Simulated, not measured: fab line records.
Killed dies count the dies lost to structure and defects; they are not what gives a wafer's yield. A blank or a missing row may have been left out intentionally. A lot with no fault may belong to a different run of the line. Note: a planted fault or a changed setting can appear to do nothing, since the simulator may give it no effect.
Problem report, 8D (eight disciplines) form, completed by code / flow n5_finfet / the parts of the form that need people (team, actions taken, sign-off) are left out

## 1. PROBLEM STATEMENT
Mean M3_ILD_THK at N5_BEOL_M3_THK_MEAS_01: 129.4 nm over 4 wafers in 2 lots; fault-free wafers: 79.2 nm, standard deviation 1.1. Measured from the usual mean, that is +46 standard deviations.
First observed at day 10 23:50: wafer L924.2, on film_metro-01. The record holds 30 wafers of 10 lots with a number at this step. By rule, "out" or "out of limits" means more than 4 standard deviations away from the usual mean. Any other wafer with a number is counted as sound.

## 2. WHAT IT IS, WHAT IT ISN'T
question=which readings at this step | is=M3_ILD_THK | is not=-
question=which lots | is=L924, L925 | is not=L909, L910, L911, L912, L923, L926, L927, L929
question=which wafers of those lots | is=L924.2, L924.4, L925.1, L925.2 | is not=L924.3, L925.5
question=read on which gauges | is=film_metro-01, film_metro-02 | is not=-
question=when | is=from day 10 23:50 | is not=up to then (16 sound wafers); but 10 sound wafers of L925, L926, L927, L929 came after

## 3. SUSPECTS, AND WHAT RULES EACH OUT
Counting: any tool at a process step up to the reading remains a suspect provided it ran every lot that is out. Sound lots after the first of them don't rule it out here, since some wafers of a struck lot are sound.
- ruled out: the gauge at N5_BEOL_M3_THK_MEAS_01. The wafers that are out were read on 2 gauges (film_metro-01, film_metro-02).
- pecvd-03 at N5_BEOL_M3_ILD_DEP_00 (deposits SiOC from DEMS/O2, target thk 79 nm, time 15.3 s): kept. It processed each lot that is out (first: L924, day 10 23:47); up to then, its last sound lot is L912 (day 8 00:10).
The count leaves pecvd-03 at N5_BEOL_M3_ILD_DEP_00.

## 4. THE CAUSE (what the simulator had put in)
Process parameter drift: pecvd-03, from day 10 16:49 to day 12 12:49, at N5_BEOL_M3_ILD_DEP_00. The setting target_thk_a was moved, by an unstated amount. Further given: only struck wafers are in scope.
This tool alone remained once counting was done.

## 5. SEQUENCE OF EFFECTS, ordered by route
Each row: a reading where the mean over the struck wafers with a number is more than 3 standard deviations away from the usual. Only readings for which the record gives a usual standard deviation are gone through. hours: the time from each lot's start at the first step in this table that gives one to its start at this step, as a median over the lots. sigmas: the change in usual standard deviations.
hours=0; step=N5_BEOL_M3_THK_MEAS_01; reading=M3_ILD_THK; usual=79.2 nm; on struck wafers=129.4; change=+50.2; sigmas=+46
hours=142; step=N5_PASSIVATION_PROBE_49; reading=defect_limited_yield; usual=91.4 %; on struck wafers=0.0; change=-91.4; sigmas=-65
hours=142; step=N5_PASSIVATION_PROBE_49; reading=killed_at_M0_to_M3; usual=31; on struck wafers=1104; change=+1073; sigmas=+99 or more
hours=142; step=N5_PASSIVATION_PROBE_49; reading=killed_dies; usual=101; on struck wafers=1180; change=+1079; sigmas=+67
hours=142; step=N5_PASSIVATION_PROBE_49; reading=killed_on_rim; usual=13; on struck wafers=152; change=+139; sigmas=+36
hours=142; step=N5_PASSIVATION_PROBE_49; reading=sort_bin_5_function; usual=5.1 %; on struck wafers=96.4; change=+91.3; sigmas=+99 or more
hours=142; step=N5_PASSIVATION_PROBE_49; reading=sort_n_pass; usual=1079; on struck wafers=0; change=-1079; sigmas=-67
hours=142; step=N5_PASSIVATION_PROBE_49; reading=sort_yield_pct; usual=91.4 %; on struck wafers=0.0; change=-91.4; sigmas=-65
The process steps in it:
- N5_PASSIVATION_PROBE_49

## 6. HOW IT WOULD HAVE BEEN CAUGHT EARLIER
Counted from the fault's start at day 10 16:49, it took 7 hours until the first out-of-limits reading at a measuring or inspecting step in this record, taken at day 10 23:50.
Tool readings at N5_BEOL_M3_ILD_DEP_00 with a usual standard deviation given in the record: none out on any struck wafer, hence no alarm at a limit of 4 standard deviations on them.
Among the 2 lots that are out, L925 began N5_BEOL_M3_ILD_DEP_00 on pecvd-03 after day 10 23:50. A hold on the tool at that time would have spared it.
